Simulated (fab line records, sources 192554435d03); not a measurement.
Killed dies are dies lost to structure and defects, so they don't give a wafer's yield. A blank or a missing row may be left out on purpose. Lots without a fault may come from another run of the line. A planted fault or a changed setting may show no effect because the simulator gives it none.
Split-lot experiment | flow n5_finfet | 7 lots, 21 wafers read, on a route of 1938 steps

THE SPLIT
At N5_BEOL_M7_ETCH_61 (etches SiARC in CF4, target depth 45.5 nm, time 75.8 s), the setting source_w was moved away from the recipe's 545 W on 10 of the 21 wafers read, by -15.1% to +17.2%. The other wafers ran this setting at the recipe's value.

The reading is taken at the split's own step.

THE READING
rf_vpp_V, in V, at N5_BEOL_M7_ETCH_61 (etches SiARC in CF4, target depth 45.5 nm, time 75.8 s). Fault-free wafers of this fab line usually give 184.5 V, standard deviation 1.3 V.

wafer  | tool, chamber at the split | source_w as run, W | against the recipe | rf_vpp_V, V | against lot-mates on the recipe
L076.3 | rie_diel-01, 3             | 583.7              | +7.1%              | 179.0       | -8.3
L076.4 | rie_diel-01, 2             | 545                | recipe             | 187.3       | -
L076.6 | rie_diel-01, 2             | 583.7              | +7.1%              | 180.9       | -6.4
L077.1 | rie_diel-01, 1             | 545                | recipe             | 186.0       | -
L077.2 | rie_diel-01, 0             | 545                | recipe             | 184.2       | -
L077.6 | rie_diel-01, 3             | 545                | recipe             | 185.2       | -
L081.2 | rie_diel-02, 0             | 545                | recipe             | 182.0       | -
L081.3 | rie_diel-02, 1             | 545                | recipe             | 182.9       | -
L081.6 | rie_diel-02, 2             | 462.7              | -15.1%             | 192.1       | +9.7
L080.1 | rie_diel-03, 3             | 573.5              | +5.2%              | 181.8       | -4.0
L080.4 | rie_diel-03, 0             | 545                | recipe             | 185.8       | -
L080.5 | rie_diel-03, 1             | 573.5              | +5.2%              | 179.4       | -6.4
L079.2 | rie_diel-03, 1             | 545                | recipe             | 185.5       | -
L079.4 | rie_diel-03, 0             | 638.6              | +17.2%             | 173.2       | -12.3
L079.6 | rie_diel-03, 2             | 638.6              | +17.2%             | 174.2       | -11.3
L084.2 | rie_diel-03, 0             | 579.2              | +6.3%              | 179.5       | -7.3
L084.4 | rie_diel-03, 3             | 545                | recipe             | 186.8       | -
L084.6 | rie_diel-03, 0             | 579.2              | +6.3%              | 180.3       | -6.5
L085.1 | rie_diel-01, 0             | 545                | recipe             | 185.0       | -
L085.3 | rie_diel-01, 1             | 624                | +14.5%             | 176.9       | -7.7
L085.6 | rie_diel-01, 3             | 545                | recipe             | 184.1       | -

THE FIT
A straight line over all 21 wafers: rf_vpp_V changes by -0.602 V for each +1% of source_w; r = -0.95; the points scatter about the line by 1.4 V.
The same after taking each lot's own level away (the mean of its wafers on the recipe; 21 wafers): -0.687 V for each +1%; r = -0.96; scatter 1.4 V.
On that fit, the largest move of source_w shifts the reading by 12 V.
The lots' own levels span 182.45 to 187.30 V, that is 3.7 times the standard deviation above.
So the lot-to-lot level changes the slope: the two fits differ.
Check: with one of the wafers moved furthest among these (+17.2%) left out of the fit, the line predicts -12.4 V for it against its lot-mates. It came out at -12.3 V against them.
Tool readings at the split's step, against how far the setting was moved: etch_rf_on_time_s r = -0.93; rf_vpp_V r = -0.95.

OTHER SPLITS ON THESE WAFERS
These wafers also went through other splits before the reading. Each is held against what the fit with the lots' levels taken away leaves over:
other split on the same wafers     | wafers away from the commonest value | r with rf_vpp_V (lot level and that fit taken away)
N5_BEOL_M6_TRENCH_ETCH_37 source_w | 9                                    | -0.14
N5_BEOL_M7_COAT_59 spin_rpm        | 7                                    | +0.13

THE WHOLE CHAIN: every reading that the file lists as answering this split, in the file's order
step               | what it does                                           | reading           | change (the file's fit)              | r (the file's)
N5_BEOL_M7_ETCH_61 | etches SiARC in CF4, target depth 45.5 nm, time 75.8 s | etch_rf_on_time_s | withheld for each +1% of the setting | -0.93
N5_BEOL_M7_ETCH_61 | etches SiARC in CF4, target depth 45.5 nm, time 75.8 s | rf_vpp_V          | -0.682 V for each +1% of the setting | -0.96

THE FILE'S OWN FIT
rf_vpp_V changes by -0.682 V for each +1% of source_w, r = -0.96.
